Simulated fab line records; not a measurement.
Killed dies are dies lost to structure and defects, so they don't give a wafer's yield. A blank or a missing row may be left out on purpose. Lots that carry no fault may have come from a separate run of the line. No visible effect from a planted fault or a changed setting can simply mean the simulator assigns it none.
Comparing a struck lot with a sound one -- flow n5-finfet -- 15 steps out of a route of 1938
Sound: wafers L352.1, L352.3, L352.5. Wafers L355.2, L355.3, L355.6 were the ones struck. Last of all comes the cause.
Order at every step that has rows: each side's tool, ch and its chambers, its first start. Under that, the readings that differ: sound wafers -- struck wafers -- difference of the means -- sigmas: that difference in standard deviations of wafers without a fault.
alike: readings whose means differ by less than 2 such deviations, and words and numbers that are the same on both sides. not compared: withheld readings, readings that some wafer has no value for, bounds like >300 that may hide the same value, and numbers for which the record gives no deviation and whose values overlap.
Wherever a step has rows on one side only, a row that says differs or no value, or a row with sigmas, the two part there. Non-overlapping numbers with no deviation appear without sigmas and do not part them. Lack of a reading on every wafer of one side parts them only where that side has two or more wafers.

first, 5 steps without rows for these wafers: N5_GATE_CUT_ETCH_36 (etches SiARC in CF4, target depth 13 nm, time 21.7 s); N5_GATE_CUT_ETCH_37 (etches SOC in N2/H2, target depth 60 nm, overetch 12 nm, time 90 s); N5_GATE_CUT_STRIP_38 (strips in N2/H2); N5_GATE_CUT_STRIP_39 (strips in N2/H2); N5_GATE_CUT_HM_OPEN_40 (chemistry C4F6/O2, target SiO2, target depth 139 nm, time 85.1 s).
N5_GATE_CUT_STRIP_41: strips in CF4.
  sound on rie-diel-04 ch 2,3, day 5 23:14; struck on rie-diel-01 ch 1,2,3, day 6 18:50
  alike: drypump-motor-current-A, oes-product-au, rf-vpp-V, showerhead-plenum-p-Torr, throttle-valve-pct
  not compared: rf-hours-counter-h
then, 1 step without rows for these wafers: N5_GATE_CUT_STRIP_42 (strips in O2).
N5_GATE_CUT_ETCH_19: etches SiNx in CH3F/O2, target depth 53.7 nm, time 76.7 s.
  sound on rie-diel-04 ch 2,3, day 5 23:17; struck on rie-diel-01 ch 1,2,3, day 6 18:54
  alike: CH3F_flow_sccm, O2_flow_sccm, drypump-motor-current-A, etch-rf-on-time-s, mfc-ar-sccm, oes-product-au, rf-vpp-V, showerhead-plenum-p-Torr, throttle-valve-pct
  not compared: rf-hours-counter-h
then, 1 step without rows for these wafers: N5_GATE_CUT_CUT_ETCH_53 (etches W in SF6/Cl2, target depth 79.2 nm).
N5_GATE_CUT_CUT_ETCH_54: etches TiN in Cl2/BCl3, target depth 96.7 nm.
  sound on rie-metal-01 ch 0,1, day 5 23:28; struck on rie-metal-01 ch 0,1, day 6 19:04
  alike: bcl3-flow-sccm, bias-w, drypump-motor-current-A, etch-rf-on-time-s, mfc-ar-sccm, oes-product-au, throttle-valve-pct
  not compared: rf-hours-counter-h
N5_GATE_CUT_CUT_ETCH_55: etches HfO2 in BCl3, target depth 3.2 nm.
  sound on rie-metal-01 ch 0,1, day 5 23:32; struck on rie-metal-01 ch 0,1, day 6 19:08
  alike: bcl3-flow-sccm, bias-w, drypump-motor-current-A, oes-product-au, throttle-valve-pct
  not compared: rf-hours-counter-h
N5_GATE_CUT_ETCH_47: etches SiO2 in Cl2/BCl3, target depth 10 nm.
  sound on rie-metal-01 ch 0,1, day 5 23:34; struck on rie-metal-01 ch 0,1, day 6 19:10
  alike: bcl3-flow-sccm, bias-w, drypump-motor-current-A, mfc-ar-sccm, oes-product-au, throttle-valve-pct
  not compared: rf-hours-counter-h
N5_GATE_CUT_VAPOR_ETCH_48: etches TiN in BCl3/Cl2.
  sound on rie-metal-01 ch 0,1, day 5 23:35; struck on rie-metal-01 ch 0,1, day 6 19:11
  no value came back on the struck wafers for drypump-motor-current-A (A), he-backside-leak-sccm (sccm), oes-product-au (a.u.); on the sound wafers drypump-motor-current-A (A) reads 5.9 5.6 5.6
then, 1 step without rows for these wafers: N5_GATE_CUT_VAPOR_ETCH_49 (etches TiAlC in BCl3/Cl2).
-- record jumps: 8 days separate the struck wafers' starts on either side; left off in module GATE_CUT, taken up again in module PASSIVATION, whose first shown step is the route's number 1936 --
N5_PASSIVATION_PROBE_49:
  sound: prober-01 at day 13 09:14; struck: prober-02 at day 14 20:44
  alike: killed_at_M0_to_M3, killed_at_M4_up, killed-at-contacts, killed-at-front-end, killed-at-other, killed-dies, killed-on-rim, killed-open, killed-short

== WHERE THEY PART ==
Within this record, at N5_GATE_CUT_VAPOR_ETCH_48 only. Later steps at which nothing parts them and some readings are alike: N5_PASSIVATION_PROBE_49.

WHY: whatever the simulator had introduced
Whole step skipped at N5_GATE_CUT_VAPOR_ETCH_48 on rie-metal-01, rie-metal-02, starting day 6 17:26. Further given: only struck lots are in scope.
